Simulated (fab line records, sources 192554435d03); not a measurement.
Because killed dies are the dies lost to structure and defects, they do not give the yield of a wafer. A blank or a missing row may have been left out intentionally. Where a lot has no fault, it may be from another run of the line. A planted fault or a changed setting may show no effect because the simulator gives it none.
fab line records	flow n5-finfet
record lots=7	wafers=21	last-day=17
route steps=1938 shown BEOL_M2@899 BEOL_M4@1111 PASSIVATION@1936
lots with no fault: from the same line, run without faults
start-h: hours from the record's first day to the start of the lot's first wafer shown	wait-h: hours since the lot's step before	" as in the row above	L1.1+2: a row that stands for several wafers	- value missing, or start not given	* or withheld: withheld	< > ~ a bound
route shown NAME@n: NAME is a module with steps in the file, n the number in the route of the first one	usual: mean and standard deviation over wafers with no fault	same: alike in all rows	chamber/n: place in a boat	sites: each site's reading	_std_site: the standard deviation of these	_edge_site: inner sites' mean taken away from outer sites' mean	radius-mm: how far each site lies from the wafer's centre	mask NAME#n: copy n	behind: the tool/chamber that last shaped the wafer	hold: the reason the lot was held/the length of the hold in hours/how it ended	device: the transistor (n, p or np) that didn't switch	end of line: the route-end tests of the same wafers	for a step that has no rows: nothing shown but its recipe	killed: dies that structure and defects cost at the first sort, which is not the same as the wafer's yield	map: shows each die of a wafer: x if killed, . if not, _ if none is there
set.NAME: the setting the step ran with; set.NAME@STEP: the setting that earlier step ran with	model.NAME: the simulator's own value behind a step, which no gauge read
certain route steps with their lots: each step a table, each wafer a row
## steps
# step N5_BEOL_M2_DEGAS_44
# recipe ambient=vacuum	temp-c=250	time-s=60
# step N5_BEOL_M2_PRE_CLEAN_45
# recipe gas=H2/He	time-s=30	temp-c=250
# usual heater-power-w=329/38
lot.wafer	tool	chamber	start-h	wait-h	heater-power-w
L341.2	pvd-sputter-02	-	192.52	0.0	276
L341.3	"	-	"	"	326
L341.6	"	-	"	"	288
L346.1	pvd-sputter-02	-	227.45	0.0	319
L346.2	"	-	"	"	281
L346.5	"	-	"	"	293
L348.2	pvd-sputter-01	-	230.23	0.0	280
L348.3	"	-	"	"	290
L348.6	"	-	"	"	367
L349.1	pvd-sputter-02	-	236.53	0.0	318
L349.3	"	-	"	"	337
L349.5	"	-	"	"	284
L355.2	pvd-sputter-02	-	263.46	0.0	326
L355.4	"	-	"	"	294
L355.5	"	-	"	"	341
L356.1	pvd-sputter-01	-	268.53	0.0	368
L356.4	"	-	"	"	288
L356.6	"	-	"	"	294
L357.4	pvd-sputter-03	-	288.10	0.0	332
L357.5	"	-	"	"	329
L357.6	"	-	"	"	404
# step N5_BEOL_M2_ALD_84
# recipe material=TaN	target-thk-a=*	temp-c=275	ald-precursor-family=PDMAT	ald-co-reactant=NH3	pressure-torr=3	carrier-flow-sccm=1500	pulse-time-s=2	purge-time-s=3	co-reactant-purge-time-s=2	co-reactant-pulse-time-s=3	ald-cycles=30	precursor-vessel-temp-c=75	precursor-vessel-pressure-torr=26.25	precursor-vessel-carrier-sccm=1000
# step N5_BEOL_M2_SURFACE_TREAT_85
# recipe gas=Ar	time-s=*	ion-energy-ev=*	ion-current-ma-cm2=0.5	pressure-mtorr=*	ar-flow-sccm=30
# usual ar-flow-sccm=30.01/0.082	throttle-valve-pct=*
lot.wafer	tool	chamber	start-h	wait-h	ar-flow-sccm	throttle-valve-pct
L341.2	pvd-sputter-01	-	193.00	0.1	29.92	*
L341.3	"	-	"	"	30.06	*
L341.6	"	-	"	"	29.87	*
L346.1	pvd-sputter-01	-	227.89	0.3	29.94	*
L346.2	"	-	"	"	29.93	*
L346.5	"	-	"	"	30.04	*
L348.2	pvd-sputter-01	-	230.57	0.2	30.01	*
L348.3	"	-	"	"	30.06	*
L348.6	"	-	"	"	30.08	*
L349.1	pvd-sputter-01	-	237.11	0.4	30.08	*
L349.3	"	-	"	"	29.94	*
L349.5	"	-	"	"	29.97	*
L355.2	pvd-sputter-02	-	263.82	0.2	29.98	*
L355.4	"	-	"	"	29.93	*
L355.5	"	-	"	"	30.04	*
L356.1	pvd-sputter-01	-	268.82	0.1	29.96	*
L356.4	"	-	"	"	29.92	*
L356.6	"	-	"	"	29.87	*
L357.4	pvd-sputter-03	-	290.07	1.8	30.03	*
L357.5	"	-	"	"	30.06	*
L357.6	"	-	"	"	29.91	*
# step N5_BEOL_M2_CVD_47
# recipe material=Co	target-thk-a=30	temp-c=withheld	precursor=CCTBA/H2	pressure-torr=30	time-s=223.8
# step N5_BEOL_M2_SPUTTER_48
# recipe material=Cu	target-thk-a=45	temp-c=-20	chamber-pressure-pa=0.07	power-w=withheld	time-s=8.29
# step N5_BEOL_M2_ANNEAL_49
# recipe temp-c=400	time-s=240	ambient=vacuum
# usual heater-power-w=803/91	susceptor-temp-C=399.99/0.21
lot.wafer	tool	chamber	start-h	wait-h	heater-power-w	susceptor-temp-C
L341.2	pvd-sputter-02	-	193.36	0.0	794	400.17
L341.3	"	-	"	"	806	400.28
L341.6	"	-	"	"	802	399.69
L346.1	pvd-sputter-02	-	229.77	0.0	804	400.22
L346.2	"	-	"	"	846	400.23
L346.5	"	-	"	"	819	399.96
L348.2	pvd-sputter-01	-	230.89	0.0	907	399.57
L348.3	"	-	"	"	710	399.97
L348.6	"	-	"	"	698	400.39
L349.1	pvd-sputter-01	-	237.43	0.0	719	400.17
L349.3	"	-	"	"	726	399.95
L349.5	"	-	"	"	690	400.01
L355.2	pvd-sputter-01	-	264.37	0.0	737	400.17
L355.4	"	-	"	"	711	399.87
L355.5	"	-	"	"	698	399.77
L356.1	pvd-sputter-01	-	269.12	0.0	905	400.25
L356.4	"	-	"	"	696	400.09
L356.6	"	-	"	"	704	400.05
L357.4	pvd-sputter-02	-	290.57	0.0	858	400.17
L357.5	"	-	"	"	802	400.22
L357.6	"	-	"	"	722	400.31
# step N5_BEOL_M2_SPUTTER_79
# recipe material=Cu	target-thk-a=45	temp-c=-20	chamber-pressure-pa=0.07	power-w=withheld	time-s=8.29
# step N5_BEOL_M2_ANNEAL_80
# recipe temp-c=400	time-s=240	ambient=vacuum
# step N5_BEOL_M2_SPUTTER_81
# recipe material=Cu	target-thk-a=45	temp-c=-20	chamber-pressure-pa=0.07	power-w=withheld	time-s=8.29
# usual chuck-sensor-temp-C=-15.9/0.43	throttle-valve-pct=30.4/0.82
lot.wafer	tool	chamber	start-h	wait-h	chuck-sensor-temp-C	throttle-valve-pct
L341.2	pvd-sputter-02	-	193.72	0.1	-15.6	32.5
L341.3	"	-	"	"	-15.4	31.3
L341.6	"	-	"	"	-15.4	30.9
L346.1	pvd-sputter-02	-	230.13	0.1	-15.4	32.5
L346.2	"	-	"	"	-15.7	29.5
L346.5	"	-	"	"	-15.5	32.7
L348.2	pvd-sputter-01	-	231.25	0.1	-15.8	29.7
L348.3	"	-	"	"	-15.5	30.8
L348.6	"	-	"	"	-15.3	30.4
L349.1	pvd-sputter-01	-	237.79	0.1	-16.1	30.7
L349.3	"	-	"	"	-16.1	30.2
L349.5	"	-	"	"	-15.6	30.5
L355.2	pvd-sputter-01	-	264.73	0.1	-16.2	30.5
L355.4	"	-	"	"	-16.0	30.4
L355.5	"	-	"	"	-15.5	30.9
L356.1	pvd-sputter-01	-	269.48	0.1	-15.9	29.7
L356.4	"	-	"	"	-15.7	30.9
L356.6	"	-	"	"	-15.6	30.7
L357.4	pvd-sputter-02	-	290.93	0.1	-15.9	29.3
L357.5	"	-	"	"	-15.2	32.6
L357.6	"	-	"	"	-16.1	29.4
# step N5_BEOL_M2_ANNEAL_82
# recipe temp-c=400	time-s=240	ambient=vacuum
# step N5_BEOL_M2_SPUTTER_86
# recipe material=Cu	target-thk-a=45	temp-c=-20	chamber-pressure-pa=0.07	power-w=withheld	time-s=8.29
# step N5_BEOL_M2_ANNEAL_87
# recipe temp-c=400	time-s=240	ambient=vacuum
# usual heater-power-w=805/92	susceptor-temp-C=400.02/0.21
lot.wafer	tool	chamber	start-h	wait-h	heater-power-w	susceptor-temp-C
L341.2	pvd-sputter-02	-	194.02	0.0	804	399.86
L341.3	"	-	"	"	800	399.90
L341.6	"	-	"	"	790	400.19
L346.1	pvd-sputter-02	-	230.43	0.0	-	-
L346.2	"	-	"	"	-	-
L346.5	"	-	"	"	-	-
L348.2	pvd-sputter-01	-	231.55	0.0	-	-
L348.3	"	-	"	"	-	-
L348.6	"	-	"	"	-	-
L349.1	pvd-sputter-01	-	238.09	0.0	-	-
L349.3	"	-	"	"	-	-
L349.5	"	-	"	"	-	-
L355.2	pvd-sputter-01	-	265.03	0.0	741	400.17
L355.4	"	-	"	"	723	399.84
L355.5	"	-	"	"	699	400.00
L356.1	pvd-sputter-01	-	269.78	0.0	926	400.20
L356.4	"	-	"	"	680	399.91
L356.6	"	-	"	"	695	399.83
L357.4	pvd-sputter-02	-	291.23	0.0	867	399.58
L357.5	"	-	"	"	804	399.95
L357.6	"	-	"	"	714	400.05
# step N5_BEOL_M2_SPUTTER_88
# recipe material=Cu	target-thk-a=45	temp-c=-20	chamber-pressure-pa=0.07	power-w=withheld	time-s=8.29
# usual chuck-sensor-temp-C=-16.0/0.43	throttle-valve-pct=30.4/0.82
lot.wafer	tool	chamber	start-h	wait-h	chuck-sensor-temp-C	throttle-valve-pct
L341.2	pvd-sputter-02	-	194.16	0.1	-15.5	32.4
L341.3	"	-	"	"	-15.5	31.3
L341.6	"	-	"	"	-15.6	30.9
L346.1	pvd-sputter-02	-	230.57	0.1	-15.3	32.2
L346.2	"	-	"	"	-16.0	29.0
L346.5	"	-	"	"	-15.3	32.8
L348.2	pvd-sputter-01	-	231.69	0.1	-15.9	29.7
L348.3	"	-	"	"	-15.7	30.8
L348.6	"	-	"	"	-15.2	30.8
L349.1	pvd-sputter-01	-	238.23	0.1	-16.3	30.6
L349.3	"	-	"	"	-15.7	30.7
L349.5	"	-	"	"	-15.6	30.6
L355.2	pvd-sputter-01	-	265.17	0.1	-16.2	30.8
L355.4	"	-	"	"	-16.0	30.5
L355.5	"	-	"	"	-15.4	30.9
L356.1	pvd-sputter-01	-	269.92	0.1	-15.9	29.6
L356.4	"	-	"	"	-15.7	30.6
L356.6	"	-	"	"	-15.4	31.0
L357.4	pvd-sputter-02	-	291.37	0.1	-15.7	29.3
L357.5	"	-	"	"	-15.5	32.5
L357.6	"	-	"	"	-16.1	29.5
# step N5_BEOL_M4_RC_MEAS_101
# usual DIBL_N=36.2/2	DIBL_P=36.1/2.4	IOFF_N=0.16/0.035	IOFF_P=0.22/0.041	ION_N=675/14	ION_P=465/8.6	SS_N=71.5/0.64	SS_P=73.2/0.76	VT_N=250/3.9	VT_P=-249/3.4
lot.wafer	tool	chamber	start-h	wait-h	DIBL_N[mV/V]	DIBL_P[mV/V]	IOFF_N[nA/um]	IOFF_P[nA/um]	ION_N[uA/um]	ION_P[uA/um]	SS_N[mV/dec]	SS_P[mV/dec]	VT_N[mV]	VT_P[mV]
L341.2	prober-01	0	225.86	0.2	36.4	36.7	0.16	0.25	674	471	71.6	73.3	246	-244
L341.3	"	0	"	"	36.0	36.4	0.15	0.26	670	471	71.7	72.5	249	-245
L341.6	"	0	"	"	37.1	37.3	0.17	0.26	676	473	71.8	72.7	249	-244
L346.1	prober-02	0	256.48	0.0	35.1	37.2	0.15	0.26	678	483	71.3	73.0	252	-242
L346.2	"	0	"	"	36.7	38.3	0.19	0.28	698	484	72.2	73.4	247	-244
L346.5	"	0	"	"	33.9	35.8	0.14	0.23	685	479	70.9	72.3	251	-248
L348.2	prober-01	0	262.41	0.2	37.3	35.4	0.16	0.21	664	455	71.4	73.5	249	-248
L348.3	"	0	"	"	34.5	33.3	0.13	0.19	674	474	71.1	72.5	249	-247
L348.6	"	0	"	"	36.0	34.2	0.14	0.19	682	467	70.9	73.3	250	-250
L349.1	prober-02	0	264.19	0.0	36.1	36.4	0.16	0.22	680	467	71.8	72.4	249	-249
L349.3	"	0	"	"	38.4	39.1	0.21	0.26	705	477	72.2	74.0	245	-246
L349.5	"	0	"	"	40.5	41.2	0.26	0.30	701	474	73.4	74.6	243	-246
L355.2	prober-02	0	296.09	0.2	37.0	36.9	0.15	0.18	662	449	71.9	72.8	255	-253
L355.4	"	0	"	"	35.8	35.2	0.11	0.16	657	454	72.1	73.0	260	-257
L355.5	"	0	"	"	33.5	32.6	0.10	0.13	651	449	71.2	72.2	259	-258
L356.1	prober-01	0	298.57	0.0	35.0	34.5	0.13	0.20	660	465	70.9	73.2	251	-249
L356.4	"	0	"	"	36.9	35.5	0.16	0.20	672	459	71.8	74.1	248	-250
L356.6	"	0	"	"	36.2	34.7	0.14	0.18	671	457	71.6	73.4	252	-255
L357.4	prober-01	0	315.28	0.5	33.0	33.1	0.11	0.15	665	453	70.3	72.6	258	-256
L357.5	"	0	"	"	33.5	33.3	0.12	0.15	671	453	70.7	72.2	255	-256
L357.6	"	0	"	"	34.9	34.8	0.13	0.17	675	459	71.2	73.0	254	-254
# step N5_PASSIVATION_PROBE_49
# usual defect-limited-yield=91.1/1.4	killed_at_M0_to_M3=36/9.9	killed_at_M4_up=13/5.8	killed-at-contacts=14/5.9	killed-at-front-end=39/11	killed-at-other=3.4/2.9	killed-dies=105/17	killed-open=70/13	killed-short=34/7.3	sort_bin_5_function=5.3/1	sort_bin_6_memory=3.3/0.62	sort-n-pass=1075/17	sort-yield-pct=91.1/1.4
# same gross-dies=1180	killed-at-back-side=0	sort_bin_4_leakage[%]=0	sort_bin_8_speed[%]=0
lot.wafer	tool	chamber	start-h	wait-h	defect-limited-yield[%]	killed_at_M0_to_M3	killed_at_M4_up	killed-at-contacts	killed-at-front-end	killed-at-other	killed-dies	killed-open	killed-short	sort_bin_5_function[%]	sort_bin_6_memory[%]	sort-n-pass	sort-yield-pct[%]
L346.1	prober-02	-	355.09	0.0	90.8	28	14	7	58	1	108	62	46	5.5	3.1	1072	90.8
L346.2	prober-02	-	355.14	0.1	90.5	34	15	19	42	2	112	76	36	5.6	3.6	1068	90.5
L346.5	prober-02	-	355.29	0.2	92.3	42	5	7	36	1	91	60	31	4.9	2.6	1089	92.3
L356.1	prober-02	-	404.74	0.0	92.4	28	3	21	35	3	90	59	29	5.2	2.4	1090	92.4
L356.4	prober-02	-	404.89	0.2	91.7	32	7	11	45	3	98	56	42	5.1	2.8	1082	91.7
L356.6	prober-02	-	404.99	0.3	90.6	24	24	26	33	4	111	79	30	5.9	3.2	1069	90.6
# killed by level:class
L346.1 STI_FIN_REVEAL:geometric-particle:open=12 GATE_CUT:geometric-particle:short=12 BEOL_M0_SAQP:geometric-particle:open=12 FIN_SAQP:geometric-particle:open=11 BEOL_M0_SAQP:geometric-particle:short=11 BEOL_M4:geometric-particle:open=8 MOL_CONTACT_COAG:geometric-particle:open=7 GATE_CUT:geometric-particle:open=5
L346.2 BEOL_M0_SAQP:geometric-particle:open=15 MOL_CONTACT_COAG:geometric-particle:open=13 STI_FIN_REVEAL:geometric-particle:open=12 BEOL_M0_SAQP:geometric-particle:short=11 BEOL_M3:geometric-particle:open=7 FIN_SAQP:geometric-particle:open=6 GATE_CUT:geometric-particle:open=6 MOL_CONTACT_COAG:geometric-particle:short=6
L346.5 BEOL_M0_SAQP:geometric-particle:short=16 STI_FIN_REVEAL:geometric-particle:open=13 BEOL_M3:geometric-particle:open=11 BEOL_M0_SAQP:geometric-particle:open=8 MOL_CONTACT_COAG:geometric-particle:open=7 GATE_CUT:geometric-particle:short=6 FIN_SAQP:geometric-particle:open=4 STI_FIN_REVEAL:geometric-particle:short=3
L356.1 MOL_CONTACT_COAG:geometric-particle:open=19 BEOL_M0_SAQP:geometric-particle:short=11 FIN_SAQP:geometric-particle:short=8 STI_FIN_REVEAL:geometric-particle:open=6 BEOL_M0_SAQP:geometric-particle:open=6 FIN_SAQP:geometric-particle:open=5 DUMMY_GATE:geometric-particle:open=5 GATE_CUT:geometric-particle:short=3
L356.4 FIN_SAQP:geometric-particle:short=14 FIN_SAQP:geometric-particle:open=12 MOL_CONTACT_COAG:geometric-particle:open=8 BEOL_M0_SAQP:geometric-particle:open=8 BEOL_M0_SAQP:geometric-particle:short=6 STI_FIN_REVEAL:geometric-particle:open=5 BEOL_M3:geometric-particle:short=5 BEOL_M3:geometric-particle:open=4
L356.6 MOL_CONTACT_COAG:geometric-particle:open=21 STI_FIN_REVEAL:geometric-particle:open=11 FIN_SAQP:geometric-particle:open=6 BEOL_M5:geometric-particle:open=6 FIN_SAQP:geometric-particle:short=5 MOL_CONTACT_COAG:geometric-particle:short=5 BEOL_M2:geometric-particle:open=5 BEOL_M4:geometric-particle:open=5
## key
first-sign step=N5_BEOL_M2_ANNEAL_87	reading=tool-record	direction=missing
effect none on later readings
met-at N5_BEOL_M2_ANNEAL_87
struck-wafers L346.1,L346.2,L346.5,L348.2,L348.3,L348.6,L349.1,L349.3,L349.5
onset-between 194.02 230.43
fault kind=skipped-step-whole	tool=pvd-sputter-01,pvd-sputter-02	chamber=-	onset-h=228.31	steps=N5_BEOL_M2_ANNEAL_87	scope=struck-lots-only
